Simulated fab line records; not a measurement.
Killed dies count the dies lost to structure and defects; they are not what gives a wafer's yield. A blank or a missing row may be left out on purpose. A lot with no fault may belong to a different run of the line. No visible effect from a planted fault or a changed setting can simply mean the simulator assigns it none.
Lot-split experiment || flow n5-finfet || 21 wafers read from 7 lots, route of 1938 steps

## ABOUT THE SPLIT
At N5_SD_EPI_P_EPI_21 (deposits SiGe:B, time 355 s), the setting temp-c was moved away from the recipe's 550 C on 9 of the 21 wafers read, by -0.4% to +0.3%. This setting was run at the recipe's value on the other wafers.

## FROM THE SPLIT TO THE READING: what the file shows between them, 8 steps
- N5_SD_EPI_P_EPI_MEAS_23
- N5_SD_EPI_P_HM_STRIP_48: strips SiNx in H3PO4, material SiNx, target depth 3 nm
- N5_SD_EPI_P_SRD_49: time 30 s
- N5_SD_EPI_P_PRECLEAN_24: cleans in O3/DIW, time 45 s
- N5_SD_EPI_P_PRECLEAN_32: cleans in dHF, time 10 s
- N5_SD_EPI_P_PRECLEAN_33: cleans in SC2, time 45 s
- N5_SD_ACTIVATION_RTA_00: time 0 s
- N5_SD_ACTIVATION_LSA_01: time 0.0008 s

## THE READING
RS_SD_P in ohm/sq, measured at N5_SD_ACTIVATION_RS_MEAS_03 by four-point-probe. A value of 55.9 ohm/sq with a standard deviation of 0.75 ohm/sq is what fault-free wafers of this fab line usually give.

{"wafer": "L074.1", "tool, chamber at the split": "epi-rpcvd-02, 0", "temp-c as run, C": 550, "against the recipe": "recipe", "RS_SD_P, ohm/sq": 56.0, "against lot-mates on the recipe": "-"}
{"wafer": "L074.4", "tool, chamber at the split": "epi-rpcvd-02, 0", "temp-c as run, C": 550, "against the recipe": "recipe", "RS_SD_P, ohm/sq": 56.1, "against lot-mates on the recipe": "-"}
{"wafer": "L074.6", "tool, chamber at the split": "epi-rpcvd-02, 0", "temp-c as run, C": 550, "against the recipe": "recipe", "RS_SD_P, ohm/sq": 56.0, "against lot-mates on the recipe": "-"}
{"wafer": "L077.1", "tool, chamber at the split": "epi-rpcvd-01, 0", "temp-c as run, C": 548, "against the recipe": "-0.4%", "RS_SD_P, ohm/sq": 60.5, "against lot-mates on the recipe": "+3.6"}
{"wafer": "L077.3", "tool, chamber at the split": "epi-rpcvd-01, 0", "temp-c as run, C": 550, "against the recipe": "recipe", "RS_SD_P, ohm/sq": 56.9, "against lot-mates on the recipe": "-"}
{"wafer": "L077.5", "tool, chamber at the split": "epi-rpcvd-01, 0", "temp-c as run, C": 548, "against the recipe": "-0.4%", "RS_SD_P, ohm/sq": 59.1, "against lot-mates on the recipe": "+2.2"}
{"wafer": "L079.1", "tool, chamber at the split": "epi-rpcvd-02, 0", "temp-c as run, C": 547.6, "against the recipe": "-0.4%", "RS_SD_P, ohm/sq": 58.3, "against lot-mates on the recipe": "+2.3"}
{"wafer": "L079.3", "tool, chamber at the split": "epi-rpcvd-02, 0", "temp-c as run, C": 550, "against the recipe": "recipe", "RS_SD_P, ohm/sq": 56.2, "against lot-mates on the recipe": "-"}
{"wafer": "L079.4", "tool, chamber at the split": "epi-rpcvd-02, 0", "temp-c as run, C": 550, "against the recipe": "recipe", "RS_SD_P, ohm/sq": 55.8, "against lot-mates on the recipe": "-"}
{"wafer": "L081.1", "tool, chamber at the split": "epi-rpcvd-01, 0", "temp-c as run, C": 550, "against the recipe": "recipe", "RS_SD_P, ohm/sq": 56.6, "against lot-mates on the recipe": "-"}
{"wafer": "L081.3", "tool, chamber at the split": "epi-rpcvd-01, 0", "temp-c as run, C": 547.7, "against the recipe": "-0.4%", "RS_SD_P, ohm/sq": 60.0, "against lot-mates on the recipe": "+3.8"}
{"wafer": "L081.6", "tool, chamber at the split": "epi-rpcvd-01, 0", "temp-c as run, C": 550, "against the recipe": "recipe", "RS_SD_P, ohm/sq": 55.9, "against lot-mates on the recipe": "-"}
{"wafer": "L087.1", "tool, chamber at the split": "epi-rpcvd-02, 0", "temp-c as run, C": 550, "against the recipe": "recipe", "RS_SD_P, ohm/sq": 56.1, "against lot-mates on the recipe": "-"}
{"wafer": "L087.2", "tool, chamber at the split": "epi-rpcvd-02, 0", "temp-c as run, C": 551.7, "against the recipe": "+0.3%", "RS_SD_P, ohm/sq": 52.7, "against lot-mates on the recipe": -3.4}
{"wafer": "L087.3", "tool, chamber at the split": "epi-rpcvd-02, 0", "temp-c as run, C": 551.7, "against the recipe": "+0.3%", "RS_SD_P, ohm/sq": 53.1, "against lot-mates on the recipe": -3.0}
{"wafer": "L088.2", "tool, chamber at the split": "epi-rpcvd-02, 0", "temp-c as run, C": 550, "against the recipe": "recipe", "RS_SD_P, ohm/sq": 56.1, "against lot-mates on the recipe": "-"}
{"wafer": "L088.3", "tool, chamber at the split": "epi-rpcvd-02, 0", "temp-c as run, C": 550, "against the recipe": "recipe", "RS_SD_P, ohm/sq": 56.2, "against lot-mates on the recipe": "-"}
{"wafer": "L088.6", "tool, chamber at the split": "epi-rpcvd-02, 0", "temp-c as run, C": 550, "against the recipe": "recipe", "RS_SD_P, ohm/sq": 55.1, "against lot-mates on the recipe": "-"}
{"wafer": "L092.1", "tool, chamber at the split": "epi-rpcvd-01, 0", "temp-c as run, C": 548.2, "against the recipe": "-0.3%", "RS_SD_P, ohm/sq": 59.3, "against lot-mates on the recipe": "no lot-mate on the recipe"}
{"wafer": "L092.5", "tool, chamber at the split": "epi-rpcvd-01, 0", "temp-c as run, C": 548.2, "against the recipe": "-0.3%", "RS_SD_P, ohm/sq": 59.3, "against lot-mates on the recipe": "no lot-mate on the recipe"}
{"wafer": "L092.6", "tool, chamber at the split": "epi-rpcvd-01, 0", "temp-c as run, C": 548.2, "against the recipe": "-0.3%", "RS_SD_P, ohm/sq": 58.0, "against lot-mates on the recipe": "no lot-mate on the recipe"}

FIT RESULTS
A straight line over all 21 wafers: RS_SD_P changes by -8.91 ohm/sq for each +1% of temp-c; r = -0.95; the points scatter about the line by 0.64 ohm/sq.
The same after taking each lot's own level away (the mean of its wafers on the recipe; 18 wafers): -8.28 ohm/sq for each +1%; r = -0.96; scatter 0.53 ohm/sq.
According to that fit, moving temp-c by its largest amount changes the reading by 3.6 ohm/sq.
From 55.80 to 56.90 ohm/sq: that is the span of the lots' own levels, equal to 1.5 times the standard deviation above.
Consequently the slope shifts little with the lot-to-lot level, the two slopes agreeing.
Check: +3.85 ohm/sq against its lot-mates is what the line predicts for one of the wafers moved furthest among these (-0.4%) when that wafer is left out of the fit. It came out at +2.3 ohm/sq against them.

## THE WHOLE CHAIN: every reading that the file lists as answering this split, in the file's order
{"step": "N5_SD_EPI_P_EPI_21", "what it does": "deposits SiGe:B, time 355 s", "reading": "SiGe-B_of_SD_EPI_P_EPI_21.thk-nm (the simulator's own value, which no gauge read)", "change (the file's fit)": "+7.49 nm for each +1% of the setting", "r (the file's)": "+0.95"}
{"step": "N5_SD_EPI_P_EPI_MEAS_23", "what it does": "", "reading": "thk-nm", "change (the file's fit)": "withheld for each +1% of the setting", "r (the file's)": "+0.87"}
{"step": "N5_SD_EPI_P_HM_STRIP_48", "what it does": "strips SiNx in H3PO4, material SiNx, target depth 3 nm", "reading": "SiGe-B_of_SD_EPI_P_EPI_21.thk-nm (the simulator's own value, which no gauge read)", "change (the file's fit)": "+7.24 nm for each +1% of the setting", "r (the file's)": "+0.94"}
{"step": "N5_SD_ACTIVATION_RS_MEAS_03", "what it does": "measures by four-point-probe", "reading": "RS_SD_P", "change (the file's fit)": "-7.83 for each +1% of the setting", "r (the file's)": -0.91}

## FILE'S OWN FIT
RS_SD_P changes by -7.83 ohm/sq for each +1% of temp-c, r = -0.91.
